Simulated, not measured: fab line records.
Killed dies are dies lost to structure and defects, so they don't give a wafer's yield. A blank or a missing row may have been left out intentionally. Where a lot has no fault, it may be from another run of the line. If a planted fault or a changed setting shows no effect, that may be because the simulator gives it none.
fab line records	flow nandHarc
[record] lots = 13	wafers = 37	lastDay = 24
route steps=1159 shown A_CHANNEL_HOLE_D1@484 A_CHANNEL_FILL_D1@495
lots untouched by any fault: they come from a run of this same line in which no faults occurred
startH: the number of hours between the record's first day and the start of the first shown wafer of the lot	waitH: hours elapsed since this lot's preceding step	" unchanged from the row above	L1.1+2: one row covering several wafers at once	- no value, or no start given	* or withheld: withheld	< > ~ a bound
route shown NAME@n: a module of which the file shows steps, and the number in the route of the first	usual: average and standard deviation across the fault-free wafers	same: alike in all rows	chamber/n: place in a boat	sites: readings site by site	_std_site: their standard deviation	_edge_site: the outer-site mean with the inner-site mean subtracted	radiusMm: for every site, how far away it sits from the centre of the wafer	mask NAME#n: copy n	behind: the tool/chamber that last shaped the wafer	hold: cause of the lot's hold/its duration in hours/its outcome	device: transistor that didn't switch, given as n, p or np	end of line: the same wafers' tests at the end of the route	a step without rows: its recipe alone	killed: the dies lost at the first sort to structure and to defects; this is not the yield of the wafer	map: the dies of a wafer, with x for killed, . for not killed, _ for no die there
set.NAME: the run value of the setting; set.NAME@STEP: its run value at that earlier step	model.NAME: the simulator's own value behind a step, which no gauge read
route steps across a sampled set of lots; one table per step, one row per wafer
services: when a tool's chamber went out of use (startH, in hours from the record's first day, below 0 if earlier), for how many hours, and the reason
[[steps]]
[step NHARC_A_CHANNEL_HOLE_D1_STRIP_27]
[recipe] o2FlowSccm = 500	arFlowSccm = 0	biasW = 0	chemistry = O2
[usual] drypumpMotorCurrentA = 5.7/0.41	oesProductAu = 0.994/0.013	rfVppV = 57.9/0.79	showerheadPlenumPTorr = 3.57/0.09	throttleValvePct = 17.036/0.0091
lot.wafer	tool	chamber	startH	waitH	drypumpMotorCurrentA	oesProductAu	rfHoursCounterH	rfVppV	showerheadPlenumPTorr	throttleValvePct
L206.1	rieDiel-02	0	-	-	5.5	1.018	2	58.3	3.56	17.030
L206.6	"	0	"	"	5.5	1.018	-	59.1	3.56	17.025
L206.5	"	1	"	"	6.2	0.994	-	59.2	3.66	17.024
L210.1	rieDiel-10	0	-	-	5.6	0.997	1	56.1	3.54	17.038
L210.5	"	3	"	"	6.1	0.992	-	57.8	3.67	17.039
L210.6	"	1	"	"	6.5	0.971	-	57.1	3.47	17.013
L208.4	rieDiel-02	1	-	-	6.2	0.994	3	59.7	3.66	17.039
L208.5	"	2	"	"	6.1	0.986	-	57.9	3.68	17.044
L208.6	"	3	"	"	6.0	1.003	-	57.3	3.46	17.023
L207.1	rieDiel-10	1	-	-	6.5	0.991	1	58.2	3.47	17.038
L207.3	"	0	"	"	5.6	1.003	1	58.3	3.54	17.049
L207.6	"	0	"	"	5.6	1.011	-	58.1	3.54	17.029
L209.1	rieDiel-02	3	-	-	6.0	1.008	4	58.8	3.45	17.048
L209.4	"	0	"	"	5.5	1.007	4	57.7	3.56	17.026
L209.6	"	3	"	"	6.0	1.007	-	58.3	3.45	17.047
L215.1	rieDiel-08	2	-	-	5.8	0.987	7	57.8	3.53	17.029
L215.2	"	3	"	"	5.0	1.009	6	58.4	3.69	17.031
L215.6	"	3	"	"	5.0	1.021	-	58.1	3.69	17.032
L219.4	rieDiel-02	1	-	-	6.2	0.984	6	57.9	3.66	17.018
L219.6	"	3	"	"	6.0	1.017	-	57.6	3.45	17.033
L218.2	rieDiel-02	1	-	-	6.2	0.991	6	58.3	3.66	17.033
L218.1	"	3	"	"	6.0	1.023	8	58.7	3.45	17.041
L218.5	"	2	"	"	6.1	0.986	-	58.2	3.68	17.047
L220.3	rieDiel-02	2	-	-	6.1	0.971	7	58.9	3.68	17.036
L220.6	"	0	"	"	5.5	0.996	-	57.9	3.55	17.027
L223.4	rieDiel-08	1	-	-	5.8	0.977	10	57.4	3.48	17.037
L223.5	"	0	"	"	5.1	0.998	-	57.8	3.60	17.055
L223.6	"	1	"	"	5.7	0.966	-	56.9	3.48	17.027
L224.4	rieDiel-08	1	-	-	5.7	0.973	11	56.9	3.48	17.020
L224.3	"	2	"	"	5.8	0.983	11	57.3	3.53	17.048
L224.6	"	1	"	"	5.7	0.973	-	58.1	3.48	17.026
L226.2	rieDiel-02	1	-	-	6.2	0.989	9	56.8	3.65	17.045
L226.1	"	2	"	"	6.1	0.984	9	58.7	3.68	17.036
L226.5	"	1	"	"	6.2	0.984	-	58.6	3.65	17.030
L229.4	rieDiel-02	1	-	-	6.2	0.979	12	58.7	3.65	17.036
L229.3	"	2	"	"	6.1	0.993	11	59.0	3.68	17.045
L229.6	"	0	"	"	5.5	1.011	-	59.8	3.55	17.024
[step NHARC_A_CHANNEL_FILL_D1_ALD_15]
[recipe] targetThkA = 20	pulseTimeS = 60	aldCycles = 19	tempC = 630	pressureTorr = 2	material = SiNx
[usual] precursorPulseHeightRel = 0.998/0.021
[same] pulseTimeS = 60
lot.wafer	tool	chamber	startH	waitH	precursorPulseHeightRel
L206.1	aldSinBatch-01	0	-	-	0.963
L206.5	"	0	"	"	0.978
L206.6	"	0	"	"	0.972
L208.4	aldSinBatch-02	0	-	-	1.004
L208.5	"	0	"	"	0.979
L208.6	"	0	"	"	1.031
L210.1	aldSinBatch-02	0	-	-	1.018
L210.5	"	0	"	"	1.009
L210.6	"	0	"	"	0.966
L207.1	aldSinBatch-01	0	-	-	1.023
L207.3	"	0	"	"	1.018
L207.6	"	0	"	"	1.008
L209.1	aldSinBatch-01	0	-	-	0.996
L209.4	"	0	"	"	1.004
L209.6	"	0	"	"	1.015
L215.1	aldSinBatch-02	0	-	-	1.029
L215.2	"	0	"	"	1.018
L215.6	"	0	"	"	0.979
L218.1	aldSinBatch-02	0	-	-	0.981
L218.2	"	0	"	"	1.027
L218.5	"	0	"	"	0.973
L219.4	aldSinBatch-02	0	-	-	1.017
L219.6	"	0	"	"	0.980
L220.3	aldSinBatch-03	0	277.58	2.8	1.012
L220.6	"	0	"	"	0.993
L223.4	aldSinBatch-01	0	-	-	1.026
L223.5	"	0	"	"	1.010
L223.6	"	0	"	"	1.001
L224.3	aldSinBatch-01	0	-	-	1.034
L224.4	"	0	"	"	0.998
L224.6	"	0	"	"	1.003
L226.1	aldSinBatch-01	0	-	-	1.010
L226.2	"	0	"	"	1.027
L226.5	"	0	"	"	1.001
L229.3	aldSinBatch-02	0	-	-	0.970
L229.4	"	0	"	"	1.020
L229.6	"	0	"	"	1.032
[step NHARC_A_CHANNEL_FILL_D1_ETCHBACK_08]
[recipe] targetDepthA = 2200	timeS = 110	c4f8FlowSccm = 20	arFlowSccm = withheld	rfW = 600	biasW = 300	chemistry = C4F8
[usual] oesProductAu = 0.96/0.038	rfVppV = 440.7/2.8	runLengthS = 131.2/0.42
lot.wafer	tool	chamber	startH	waitH	oesProductAu	rfHoursCounterH	rfVppV	runLengthS
L206.1	rieDiel-06	0	222.22	-	0.93	4	443.1	131.4
L206.6	"	3	"	"	0.93	-	445.4	131.0
L206.5	"	0	"	"	0.92	-	443.1	131.2
L208.4	rieDiel-06	0	237.83	-	0.92	4	444.3	131.2
L208.5	"	1	"	"	0.93	-	439.2	130.5
L208.6	"	2	"	"	0.93	-	441.6	131.2
L210.1	rieDiel-04	2	241.51	-	0.93	25	443.1	130.8
L210.6	"	3	"	"	0.93	-	442.6	131.4
L210.5	"	0	"	"	0.94	-	439.1	130.9
L209.1	rieDiel-09	3	246.18	-	0.94	7	437.8	131.2
L209.4	"	2	"	"	0.94	-	436.4	130.8
L209.6	"	3	"	"	0.93	-	438.7	131.0
L207.3	rieDiel-09	3	246.43	-	0.93	7	439.1	131.3
L207.1	"	1	"	"	0.93	6	436.1	130.9
L207.6	"	2	"	"	0.92	-	438.0	131.0
L215.2	rieDiel-06	0	285.08	-	0.92	1	441.4	131.5
L215.1	"	1	"	"	0.92	1	439.6	130.9
L215.6	"	3	"	"	0.92	-	445.2	154.2
L218.2	rieDiel-09	3	304.49	-	0.94	1	436.6	131.0
L218.1	"	1	"	"	1.02	2	437.4	130.9
L218.5	"	3	"	"	0.92	-	440.2	131.4
L219.4	rieDiel-06	2	304.60	-	0.94	1	442.2	131.3
L219.6	"	3	"	"	0.93	-	445.1	154.2
L220.3	rieDiel-06	2	309.12	-	1.00	2	443.7	131.1
L220.6	"	0	"	"	0.98	-	442.4	154.5
L223.4	rieDiel-09	2	319.43	-	0.93	2	436.6	130.9
L223.5	"	3	"	"	1.00	-	438.5	131.0
L223.6	"	0	"	"	0.90	-	439.6	131.8
L224.4	rieDiel-09	3	333.05	-	1.00	2	439.0	131.4
L224.3	"	0	"	"	0.97	3	440.2	132.3
L224.6	"	3	"	"	1.01	-	439.7	131.5
L226.2	rieDiel-09	0	343.94	-	0.91	3	439.0	132.3
L226.1	"	1	"	"	0.95	3	436.5	130.5
L226.5	"	0	"	"	0.90	-	438.4	131.8
L229.4	rieDiel-06	3	365.82	-	0.92	3	443.8	131.4
L229.3	"	2	"	"	0.94	3	443.5	131.5
L229.6	"	3	"	"	0.92	-	445.4	131.1
[step NHARC_A_CHANNEL_FILL_D1_RTA_24]
[recipe] tempC = 1000	timeS = 5
[usual] lampPowerPct = 29.6/1.1	lamp_zone_1_pct = 29.6/1.1	lamp_zone_3_pct = 29.6/1.1	lamp_zone_4_pct = 29.6/1.1	wafer_temp_C_max = 1004.1/1.4
lot.wafer	tool	chamber	startH	waitH	lampPowerPct	lamp_zone_1_pct	lamp_zone_3_pct	lamp_zone_4_pct	wafer_temp_C_max
L206.1	rtpAnneal-02	0	228.58	0.3	30.8	30.8	30.9	30.9	1002.1
L206.5	"	0	"	"	30.9	30.9	30.8	30.9	1002.9
L206.6	"	0	"	"	30.9	30.9	30.9	30.9	1003.4
L208.4	rtpAnneal-02	0	244.23	0.1	30.9	30.9	30.9	30.8	1003.9
L208.5	"	0	"	"	30.8	30.9	30.8	30.9	1002.6
L208.6	"	0	"	"	30.9	30.9	30.9	30.9	1002.8
L210.1	rtpAnneal-01	0	247.79	0.0	28.6	28.7	28.7	28.7	1004.7
L210.5	"	0	"	"	28.7	28.7	28.6	28.6	1006.1
L210.6	"	0	"	"	28.7	28.7	28.7	28.7	1003.8
L209.1	rtpAnneal-01	0	252.33	0.0	28.7	28.7	28.6	28.7	1005.4
L209.4	"	0	"	"	28.7	28.7	28.7	28.6	1007.3
L209.6	"	0	"	"	28.7	28.7	28.7	28.7	1004.8
L207.1	rtpAnneal-02	0	252.35	0.0	30.9	30.8	30.8	30.9	1003.6
L207.3	"	0	"	"	30.8	30.9	30.9	30.8	1003.3
L207.6	"	0	"	"	30.9	30.8	30.8	30.8	1002.5
L215.1	rtpAnneal-02	0	291.19	0.0	30.9	30.8	30.9	30.9	1002.5
L215.2	"	0	"	"	30.8	30.9	30.9	30.8	1002.5
L215.6	"	0	"	"	30.9	30.9	30.9	30.9	1002.0
L219.4	rtpAnneal-01	0	311.25	0.7	28.7	28.6	28.6	28.7	1004.9
L219.6	"	0	"	"	28.7	28.7	28.7	28.6	1004.6
L218.1	rtpAnneal-01	0	311.33	0.8	28.6	28.7	28.6	28.7	1009.8
L218.2	"	0	"	"	28.7	28.7	28.7	28.7	1002.8
L218.5	"	0	"	"	28.6	28.7	28.6	28.6	1003.5
L220.3	rtpAnneal-01	0	315.43	0.1	28.6	28.6	28.7	28.6	1004.8
L220.6	"	0	"	"	28.6	28.7	28.7	28.7	1005.8
L223.4	rtpAnneal-01	0	325.75	0.1	28.7	28.7	28.6	28.7	1004.0
L223.5	"	0	"	"	28.6	28.7	28.7	28.7	1003.2
L223.6	"	0	"	"	28.7	28.7	28.7	28.7	1004.0
L224.3	rtpAnneal-01	0	339.35	0.2	28.7	28.7	28.7	28.7	1004.7
L224.4	"	0	"	"	28.7	28.7	28.6	28.7	1005.9
L224.6	"	0	"	"	28.7	28.6	28.7	28.6	1003.3
L226.1	rtpAnneal-01	0	350.00	0.0	28.7	28.7	28.7	28.7	1005.2
L226.2	"	0	"	"	28.7	28.6	28.7	28.7	1004.7
L226.5	"	0	"	"	28.7	28.7	28.7	28.7	1005.6
L229.3	rtpAnneal-01	0	372.08	0.1	28.6	28.6	28.7	28.7	1005.3
L229.4	"	0	"	"	28.7	28.7	28.6	28.7	1003.8
L229.6	"	0	"	"	28.7	28.6	28.6	28.6	1004.4
[[services]]
tool	chamber	startH	hours	kind
rieDiel-09	1	165.45	4.5	repair
aldSinBatch-01	-	175.41	4.7	repair
rieDiel-09	0	176.42	9.6	repair
rieDiel-10	-	176.50	9.0	pm
rieDiel-06	2	182.29	6.3	repair
rieDiel-06	-	187.08	1.7	repair
rieDiel-09	0	189.71	8.1	repair
rieDiel-02	-	220.75	0.8	repair
rieDiel-08	-	223.26	0.2	repair
rieDiel-02	3	231.98	1.4	repair
aldSinBatch-02	-	233.60	11.3	repair
rieDiel-09	0	236.87	25.4	repair
rieDiel-06	-	241.20	9.0	pm
rieDiel-09	-	254.10	9.0	pm
rieDiel-02	-	265.91	0.7	repair
rieDiel-09	3	281.93	21.8	repair
rieDiel-10	1	287.53	16.2	repair
rtpAnneal-02	-	300.09	12.0	pm
rieDiel-08	-	301.80	9.0	pm
rieDiel-02	0	303.22	1.9	repair
rieDiel-10	0	305.77	8.5	repair
rieDiel-10	3	316.29	3.0	repair
rieDiel-02	-	328.14	9.0	pm
rieDiel-09	-	349.07	0.5	repair
[[key]]
[firstSign] step = NHARC_A_CHANNEL_FILL_D1_ETCHBACK_08	reading = runLengthS	direction = up	sigmas = 55	usual = *	struck = *
effect none on later readings
metAt NHARC_A_CHANNEL_FILL_D1_ETCHBACK_08
struckLots L215,L219,L220
struckWafers L215.6,L219.6,L220.6
testerLeftOut L215,L219,L220
notActingAt NHARC_A_CHANNEL_HOLE_D1_STRIP_27,NHARC_A_CHANNEL_FILL_D1_ALD_15,NHARC_A_CHANNEL_FILL_D1_RTA_24
onsetBetween 237.83 285.08
[fault] kind = processParameterDrift	tool = rieDiel-06	chamber = -	onsetH = 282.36	steps = NHARC_A_CHANNEL_FILL_D1_ETCHBACK_08	channel = timeS	offset = *	shape = step	endH = 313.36	scope = struckWafersOnly	actsIn = *	stated = *
// testerLeftOut: of these lots the tester's yield and bins aren't shown, on N5 and GAA mostly nor the transistor test; their killed dies are dies lost to structure and defects alone, not to doping, threshold or leakage, so they don't give the yield
